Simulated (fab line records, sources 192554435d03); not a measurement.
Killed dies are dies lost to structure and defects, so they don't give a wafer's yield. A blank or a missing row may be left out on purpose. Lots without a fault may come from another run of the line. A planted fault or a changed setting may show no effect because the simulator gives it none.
fab line records | flow n5_finfet | part 1 of 2: steps 1 to 4 of 6
record lots=24 wafers=72 last_day=17
route steps=1938 shown BEOL_M10@1506 BEOL_M11@1550
lots that met no fault: from a run of the same line without faults
start_h: hours from the record's first day to the start of the lot's first wafer shown | wait_h: hours since the lot's step before | " the same as in the row above | L1.1+2: a row that stands for several wafers | - no value, or no start given | * or withheld: withheld | < > ~ a bound
route shown NAME@n: a module of which the file shows steps, and the number in the route of the first | usual: mean/standard deviation of fault-free wafers | same: alike in all rows | chamber/n: place in a boat | sites: the reading at each site | _std_site: their standard deviation | _edge_site: outer sites' mean less inner sites' | radius_mm: how far each site lies from the wafer's centre | mask NAME#n: copy n | behind: the tool/chamber that last shaped the wafer | hold: why the lot was held/for how many hours/how that ended | device: the transistor (n, p or np) that didn't switch | end of line: the same wafers' tests at the end of the route | a step without rows: its recipe alone | killed: dies lost to structure and defects at the first sort, not the wafer's yield | map: a wafer's dies, x killed, . not, _ none there
set.NAME: the setting as run; set.NAME@STEP: as run at that earlier step | model.NAME: the simulator's own value behind a step, which no gauge read
steps of the route over a sample of lots; a table a step, a row a wafer
services: from which hour (start_h, from the record's first day; less than 0 if before it) a tool's chamber was out of use, for how many hours, and why
## steps
# step N5_BEOL_M10_ETCH_65
# recipe chemistry=CF4 target=SiARC target_depth_a=390 mask_material=CAR-ArF time_s=65 ion_energy_ev=80 pressure_mtorr=40 source_w=545 bias_w=36 Ar_flow_sccm=100 cf4_flow_sccm=100 ends=cleared
# usual drypump_motor_current_A=5.8/0.39 etch_rf_on_time_s=65.0/0.66 oes_product_au=0.69/0.06 rf_vpp_V=184.4/1.1 showerhead_plenum_p_Torr=2.17/0.065 throttle_valve_pct=15.46/0.24
# columns lot.wafer tool chamber start_h wait_h drypump_motor_current_A etch_rf_on_time_s oes_product_au rf_hours_counter_h rf_vpp_V showerhead_plenum_p_Torr throttle_valve_pct
L074.2 rie_diel-04 1 220.81 0.0 6.0 64.3 0.71 73 184.0 2.17 15.25
L074.3 " 0 " " 5.4 65.2 0.72 62 185.1 2.17 15.53
L074.4 " 3 " " 5.6 63.3 0.78 23 185.0 2.18 15.22
L075.1 rie_diel-05 1 234.99 0.0 5.7 65.7 0.62 159 184.0 2.23 15.48
L075.4 " 1 " " 5.7 65.3 0.62 - 184.0 2.23 15.47
L075.5 " 2 " " 5.8 65.9 0.74 - 185.0 2.17 15.06
L077.2 rie_diel-05 1 236.95 0.0 5.6 64.7 0.62 160 184.3 2.23 15.50
L077.3 " 2 " " 5.8 64.2 0.74 45 185.2 2.17 15.06
L077.4 " 1 " " 5.7 64.6 0.62 - 183.4 2.23 15.49
L076.3 rie_diel-06 0 238.27 0.0 5.9 65.1 0.62 174 184.1 2.13 15.49
L076.5 " 2 " " 5.7 64.8 0.64 - 182.0 2.05 15.69
L076.6 " 1 " " 6.4 65.3 0.71 - 185.3 2.25 15.55
L079.1 rie_diel-05 0 238.32 0.0 5.0 65.2 0.74 39 185.0 2.26 15.57
L079.4 " 0 " " 5.1 65.1 0.73 - 186.9 2.26 15.57
L079.6 " 1 " " 5.7 65.0 0.62 - 187.1 2.23 15.47
L078.1 rie_diel-06 0 241.80 0.0 5.9 65.1 0.61 176 184.2 2.13 15.50
L078.4 " 0 " " 5.9 65.3 0.61 - 184.2 2.13 15.49
L078.5 " 2 " " 5.6 65.5 0.64 - 183.6 2.05 15.68
L080.3 rie_diel-05 3 256.29 0.0 5.9 64.0 0.82 5 183.6 2.11 15.34
L080.4 " 0 " " 5.1 64.6 0.73 47 186.6 2.26 15.58
L080.5 " 0 " " 5.1 64.7 0.73 - 184.9 2.26 15.58
L082.1 rie_diel-05 0 266.15 0.0 5.0 65.0 0.72 51 184.8 2.26 15.59
L082.4 " 3 " " 5.9 65.3 0.79 9 185.8 2.10 15.34
L082.6 " 3 " " 5.9 65.3 0.80 - 183.5 2.10 15.35
L081.3 rie_diel-06 0 267.24 0.0 5.9 65.1 0.61 186 183.3 2.13 15.53
L081.5 " 3 " " 6.6 63.5 0.83 - 186.5 2.27 14.92
L081.6 " 0 " " 5.9 65.3 0.61 - 183.4 2.13 15.52
L083.1 rie_diel-04 1 274.41 0.0 6.0 64.4 0.70 93 184.3 2.17 15.28
L083.4 " 3 " " 5.6 63.9 0.75 42 184.5 2.18 15.27
L083.5 " 3 " " 5.6 63.7 0.75 - 184.7 2.18 15.27
L085.3 rie_diel-04 3 285.28 0.0 5.6 64.1 0.73 46 183.7 2.17 15.28
L085.5 " 2 " " 5.9 64.3 0.67 - 184.4 2.15 15.80
L085.6 " 1 " " 6.0 65.3 0.68 - 183.9 2.17 15.29
L086.1 rie_diel-04 0 294.09 0.0 5.4 65.6 0.70 90 183.7 2.16 15.58
L086.5 " 1 " " 6.0 65.1 0.69 - 183.0 2.16 15.32
L086.6 " 2 " " 5.9 64.6 0.66 - 185.1 2.15 15.81
L084.1 rie_diel-04 2 300.60 0.0 6.0 64.4 0.66 135 184.8 2.15 15.82
L084.2 " 1 " " 6.0 65.2 0.68 102 184.6 2.16 15.31
L084.6 " 0 " " 5.4 65.8 0.69 - 183.1 2.16 15.58
L088.2 rie_diel-05 2 302.80 0.0 5.8 65.5 0.71 72 184.1 2.17 15.12
L088.5 " 2 " " 5.8 65.6 0.71 - 184.3 2.16 15.13
L088.6 " 1 " " 5.6 65.4 0.60 - 183.6 2.22 15.53
L087.1 rie_diel-06 3 306.94 0.0 6.6 64.1 0.80 19 185.3 2.27 14.95
L087.2 " 0 " " 5.9 65.9 0.59 199 184.2 2.12 15.56
L087.3 " 2 " " 5.6 65.5 0.62 196 183.5 2.04 15.74
L089.1 rie_diel-05 0 309.09 0.0 5.0 64.6 0.71 67 185.8 2.25 15.60
L089.4 " 3 " " 5.9 65.2 0.76 25 183.5 2.10 15.39
L089.6 " 0 " " 5.0 64.9 0.70 - 184.7 2.25 15.61
L091.1 rie_diel-05 0 316.83 0.0 5.1 65.6 0.70 71 187.0 2.25 15.63
L091.2 " 1 " " 5.7 64.4 0.60 192 184.9 2.21 15.54
L091.3 " 3 " " 5.9 65.1 0.76 29 184.8 2.10 15.39
L090.2 rie_diel-06 0 317.29 0.0 5.9 65.4 0.59 201 184.9 2.12 15.55
L090.3 " 1 " " 6.4 65.1 0.69 109 186.7 2.24 15.60
L090.6 " 3 " " 6.6 63.6 0.80 - 185.3 2.27 14.95
L093.1 rie_diel-05 3 330.49 0.0 5.9 65.4 0.75 33 183.2 2.10 15.40
L093.5 " 3 " " 5.9 64.6 0.76 - 182.6 2.10 15.38
L093.6 " 2 " " 5.8 64.7 0.70 - 184.0 2.16 15.12
L092.2 rie_diel-04 3 338.69 0.0 5.6 64.0 0.72 64 183.3 2.17 15.30
L092.4 " 1 " " 6.0 65.1 0.67 116 182.8 2.16 15.33
L092.5 " 2 " " 5.9 64.7 0.65 - 183.3 2.14 15.84
L094.1 rie_diel-06 2 349.11 0.0 5.6 66.3 0.61 208 182.6 2.04 15.75
L094.3 " 1 " " 6.5 66.6 0.68 119 186.1 2.24 15.59
L094.4 " 0 " " 5.9 66.3 0.59 211 184.9 2.12 15.56
L095.2 rie_diel-06 1 351.91 0.0 6.4 66.0 0.68 120 185.5 2.24 15.61
L095.4 " 0 " " 5.9 66.5 0.58 212 183.5 2.12 15.58
L095.5 " 2 " " 5.6 66.3 0.61 - 182.9 2.04 15.76
L096.1 rie_diel-04 2 358.25 0.0 5.9 64.3 0.64 156 183.2 2.14 15.86
L096.3 " 1 " " 6.0 64.4 0.67 124 183.1 2.16 15.36
L096.6 " 1 " " 6.0 64.9 0.67 - 183.6 2.16 15.33
L097.3 rie_diel-05 0 362.94 0.0 5.1 65.0 0.69 83 185.0 2.25 15.65
L097.4 " 0 " " 5.1 65.7 0.69 - 185.4 2.25 15.66
L097.6 " 2 " " 5.8 65.9 0.68 - 185.5 2.16 15.18
# step N5_BEOL_M10_CD_MEAS_35
# recipe target_cd_nm=70 polarity=opening
# usual cd_nm=69.9/0.63
# columns lot.wafer tool chamber start_h wait_h cd_nm
L074.2 cd_sem-01 - 221.43 0.0 70.8
L074.3 " - " " 70.5
L074.4 " - " " 70.7
L075.1 cd_sem-03 - 235.60 0.0 69.4
L075.4 " - " " 69.1
L075.5 " - " " 69.3
L077.2 cd_sem-02 - 237.57 0.0 70.3
L077.3 " - " " 69.9
L077.4 " - " " 69.8
L076.3 cd_sem-01 - 238.88 0.0 70.3
L076.5 " - " " 69.6
L076.6 " - " " 69.2
L079.1 cd_sem-03 - 238.93 0.0 70.6
L079.4 " - " " 70.6
L079.6 " - " " 70.5
L078.1 cd_sem-02 - 242.41 0.0 69.4
L078.4 " - " " 70.0
L078.5 " - " " 68.8
L080.3 cd_sem-03 - 256.91 0.0 69.5
L080.4 " - " " 69.2
L080.5 " - " " 68.8
L082.1 cd_sem-01 - 266.76 0.0 69.1
L082.4 " - " " 69.7
L082.6 " - " " 69.6
L081.3 cd_sem-01 - 267.85 0.0 68.9
L081.5 " - " " 69.7
L081.6 " - " " 69.5
L083.1 cd_sem-03 - 275.02 0.0 69.0
L083.4 " - " " 69.2
L083.5 " - " " 69.4
L085.3 cd_sem-01 - 285.89 0.0 71.4
L085.5 " - " " 70.7
L085.6 " - " " 70.5
L086.1 cd_sem-03 - 294.70 0.0 69.6
L086.5 " - " " 69.7
L086.6 " - " " 70.3
L084.1 cd_sem-03 - 301.22 0.0 69.1
L084.2 " - " " 69.6
L084.6 " - " " 69.3
L088.2 cd_sem-03 - 303.44 0.0 69.6
L088.5 " - " " 69.9
L088.6 " - " " 70.1
L087.1 cd_sem-02 - 307.56 0.0 69.7
L087.2 " - " " 70.0
L087.3 " - " " 70.4
L089.1 cd_sem-03 - 309.72 0.0 70.2
L089.4 " - " " 70.2
L089.6 " - " " 70.6
L091.1 cd_sem-01 - 317.44 0.0 69.0
L091.2 " - " " 69.5
L091.3 " - " " 69.6
L090.2 cd_sem-03 - 317.90 0.0 69.4
L090.3 " - " " 70.6
L090.6 " - " " 70.0
L093.1 cd_sem-02 - 331.10 0.0 70.2
L093.5 " - " " 70.5
L093.6 " - " " 69.9
L092.2 cd_sem-02 - 339.30 0.0 69.8
L092.4 " - " " 70.0
L092.5 " - " " 70.2
L094.1 cd_sem-02 - 349.73 0.0 69.5
L094.3 " - " " 69.5
L094.4 " - " " 69.8
L095.2 cd_sem-03 - 352.52 0.0 70.4
L095.4 " - " " 71.1
L095.5 " - " " 70.5
L096.1 cd_sem-01 - 358.87 0.0 70.8
L096.3 " - " " 70.2
L096.6 " - " " 69.9
L097.3 cd_sem-01 - 363.56 0.0 70.1
L097.4 " - " " 69.7
L097.6 " - " " 70.1
# step N5_BEOL_M10_CURE_72
# recipe temp_c=370 time_s=120 ambient=DMADMS/He material=SiCOH_lowk
# usual lamp_power_pct=52.33/0.058 wafer_temp_C_max=371.6/0.49
# columns lot.wafer tool chamber start_h wait_h lamp_power_pct wafer_temp_C_max
L074.2 uv_cure-03 1 221.52 0.1 52.41 371.5
L074.3 " 1 " " 52.32 371.6
L074.4 " 1 " " 52.38 371.9
L075.1 uv_cure-02 2 235.64 0.0 52.25 371.3
L075.4 " 2 " " 52.30 371.1
L075.5 " 2 " " 52.38 371.9
L077.2 uv_cure-03 2 237.66 0.1 52.33 371.0
L077.3 " 2 " " 52.26 371.0
L077.4 " 2 " " 52.35 371.5
L079.1 uv_cure-02 2 238.97 0.0 52.38 371.4
L079.4 " 2 " " 52.32 371.1
L079.6 " 2 " " 52.45 371.5
L076.3 uv_cure-03 0 239.02 0.1 52.33 371.9
L076.5 " 0 " " 52.30 372.8
L076.6 " 0 " " 52.30 372.0
L078.1 uv_cure-03 0 242.46 0.0 52.25 372.3
L078.4 " 0 " " 52.39 372.0
L078.5 " 0 " " 52.30 372.2
L080.3 uv_cure-03 1 257.04 0.1 52.41 372.1
L080.4 " 1 " " 52.35 371.8
L080.5 " 1 " " 52.32 371.3
L082.1 uv_cure-03 2 267.42 0.7 52.41 371.6
L082.4 " 2 " " 52.30 371.4
L082.6 " 2 " " 52.37 371.6
L081.3 uv_cure-03 2 267.99 0.1 52.34 371.6
L081.5 " 2 " " 52.35 371.0
L081.6 " 2 " " 52.37 371.4
L083.1 uv_cure-03 1 275.07 0.0 52.25 371.8
L083.4 " 1 " " 52.32 371.4
L083.5 " 1 " " 52.38 372.5
L085.3 uv_cure-01 1 286.03 0.1 52.24 371.2
L085.5 " 1 " " 52.40 371.3
L085.6 " 1 " " 52.30 371.9
L086.1 uv_cure-03 2 294.75 0.0 52.33 371.8
L086.5 " 2 " " 52.31 371.7
L086.6 " 2 " " 52.32 371.6
L084.1 uv_cure-02 0 301.26 0.0 52.32 371.4
L084.2 " 0 " " 52.39 371.5
L084.6 " 0 " " 52.35 372.3
L088.2 uv_cure-01 0 303.53 0.1 52.36 370.6
L088.5 " 0 " " 52.40 371.2
L088.6 " 0 " " 52.46 370.8
L087.1 uv_cure-01 1 307.60 0.0 52.32 371.1
L087.2 " 1 " " 52.34 371.1
L087.3 " 1 " " 52.31 371.3
L089.1 uv_cure-01 2 309.82 0.1 52.41 371.8
L089.4 " 2 " " 52.27 372.2
L089.6 " 2 " " 52.38 371.6
L091.1 uv_cure-01 0 317.64 0.2 52.24 371.0
L091.2 " 0 " " 52.45 371.0
L091.3 " 0 " " 52.29 371.3
L090.2 uv_cure-01 0 317.99 0.1 52.35 371.5
L090.3 " 0 " " 52.37 372.0
L090.6 " 0 " " 52.36 371.3
L093.1 uv_cure-03 1 331.15 0.0 52.24 371.6
L093.5 " 1 " " 52.26 371.9
L093.6 " 1 " " 52.31 372.2
L092.2 uv_cure-02 0 339.66 0.4 52.38 371.5
L092.4 " 0 " " 52.35 372.7
L092.5 " 0 " " 52.27 371.7
L094.1 uv_cure-01 1 349.77 0.0 52.30 371.4
L094.3 " 1 " " 52.23 371.2
L094.4 " 1 " " 52.25 371.0
L095.2 uv_cure-01 0 352.61 0.1 52.30 371.3
L095.4 " 0 " " 52.37 371.1
L095.5 " 0 " " 52.33 371.1
L096.1 uv_cure-01 2 358.91 0.0 52.19 371.9
L096.3 " 2 " " 52.27 371.3
L096.6 " 2 " " 52.26 371.6
L097.3 uv_cure-01 2 363.70 0.1 52.38 372.6
L097.4 " 2 " " 52.36 372.0
L097.6 " 2 " " 52.33 371.7
# step N5_BEOL_M11_OVL_MEAS_12
# recipe points_per_wafer=44
# usual M11_OVL=-0.1/0.74
# columns lot.wafer tool chamber start_h wait_h M11_OVL[nm]
L074.2 overlay-01 0 228.52 0.0 -0.3
L074.3 " 0 " " -0.1
L074.4 " 0 " " -1.0
L075.1 overlay-01 0 239.83 0.0 -1.1
L075.4 " 0 " " -0.8
L075.5 " 0 " " -1.4
L077.2 overlay-01 0 242.76 0.0 -0.6
L077.3 " 0 " " -0.2
L077.4 " 0 " " -0.7
L076.3 overlay-02 0 242.92 0.0 0.5
L076.5 " 0 " " 0.5
L076.6 " 0 " " -0.7
L079.1 overlay-02 0 243.09 0.0 -1.8
L079.4 " 0 " " -0.3
L079.6 " 0 " " -1.0
L078.1 overlay-01 0 246.75 0.0 -0.5
L078.4 " 0 " " -1.5
L078.5 " 0 " " -0.9
L080.3 overlay-02 0 264.00 0.0 -0.7
L080.4 " 0 " " -1.2
L080.5 " 0 " " 0.0
L082.1 overlay-01 0 271.57 0.0 -1.2
L082.4 " 0 " " -0.5
L082.6 " 0 " " 0.4
L081.3 overlay-01 0 275.24 0.0 0.2
L081.5 " 0 " " 0.5
L081.6 " 0 " " 1.0
L083.1 overlay-01 0 280.39 0.0 0.2
L083.4 " 0 " " 0.5
L083.5 " 0 " " 0.5
L085.3 overlay-02 0 293.11 0.0 0.6
L085.5 " 0 " " -0.2
L085.6 " 0 " " -0.3
L086.1 overlay-02 0 300.54 0.0 -0.6
L086.5 " 0 " " 0.0
L086.6 " 0 " " 0.5
L084.1 overlay-02 0 307.29 0.0 0.4
L084.2 " 0 " " -0.7
L084.6 " 0 " " -0.8
L088.2 overlay-01 0 308.00 0.0 -0.9
L088.5 " 0 " " -0.4
L088.6 " 0 " " 0.3
L087.1 overlay-01 0 313.07 0.0 -0.3
L087.2 " 0 " " 1.0
L087.3 " 0 " " 0.2
L089.1 overlay-02 0 317.68 0.0 0.5
L089.4 " 0 " " 0.6
L089.6 " 0 " " 0.1
L091.1 overlay-01 0 325.48 0.0 -0.1
L091.2 " 0 " " 0.2
L091.3 " 0 " " -0.5
L090.2 overlay-01 0 325.68 0.0 -0.7
L090.3 " 0 " " -0.5
L090.6 " 0 " " 0.6
L093.1 overlay-01 0 337.20 0.0 -0.3
L093.5 " 0 " " 0.2
L093.6 " 0 " " 0.0
L092.2 overlay-01 0 343.41 0.0 1.2
L092.4 " 0 " " 0.9
L092.5 " 0 " " 1.4
L094.1 overlay-02 0 355.95 0.0 -0.1
L094.3 " 0 " " -0.6
L094.4 " 0 " " -0.8
L095.2 overlay-02 0 357.56 0.0 0.3
L095.4 " 0 " " -0.7
L095.5 " 0 " " 0.7
L096.1 overlay-01 0 363.67 0.0 -0.9
L096.3 " 0 " " 0.6
L096.6 " 0 " " -1.4
L097.3 overlay-01 0 370.14 0.0 0.8
L097.4 " 0 " " -0.7
L097.6 " 0 " " 0.9
